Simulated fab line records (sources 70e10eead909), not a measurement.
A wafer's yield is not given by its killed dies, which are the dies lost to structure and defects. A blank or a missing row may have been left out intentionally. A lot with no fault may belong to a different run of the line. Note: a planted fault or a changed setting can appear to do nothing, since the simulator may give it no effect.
Matching of chambers | flow nand_harc | NHARC_A_STAIRCASE_TRIM_12 on rie_diel-03 has 4 sister chambers
The step chemistry O2, time 211.2 s. 4 wafers are shown with their chamber, then 6 later ones without.

WAFERS WITH THEIR CHAMBER
wafer  | chamber | showerhead_plenum_p_Torr (Torr)
L602.2 | 2       | 3.36
L602.5 | 1       | 3.52
L603.1 | 0       | 3.43
L603.3 | 3       | 3.51

WAFERS WHOSE CHAMBER IS MISSING
wafer  | showerhead_plenum_p_Torr (Torr)
L603.5 | 3.52
L608.1 | 3.35
L608.2 | 3.50
L608.4 | 3.42
L610.2 | 3.35
L612.2 | 3.35

WHICH CHAMBER EACH ONE RAN IN
wafer  | from the rows above     | in truth
L603.5 | can't be placed: 1 or 3 | 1
L608.1 | 2                       | 2
L608.2 | can't be placed: 3 or 1 | 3
L608.4 | 0                       | 0
L610.2 | 2                       | 2
L612.2 | 2                       | 2
Correctly placed: 4 of 6. Cannot be placed on the basis of these rows: 2; the candidates contain the true chamber in 2. 0 placed wrongly.
How it was worked out, from the rows above alone: a wafer's distance from a chamber is the root of the sum, over the readings, of the square of ((its reading less the chamber's mean) divided by the reading's scatter). The wafer belongs to the nearest chamber; if the next one is less than 2 further off, it can't be placed. For every chamber, the mean is computed from those of its wafers that are shown. The scatter: with one shown wafer a chamber, the root of the mean of the squares of how far each hidden wafer lies from its nearest shown one.
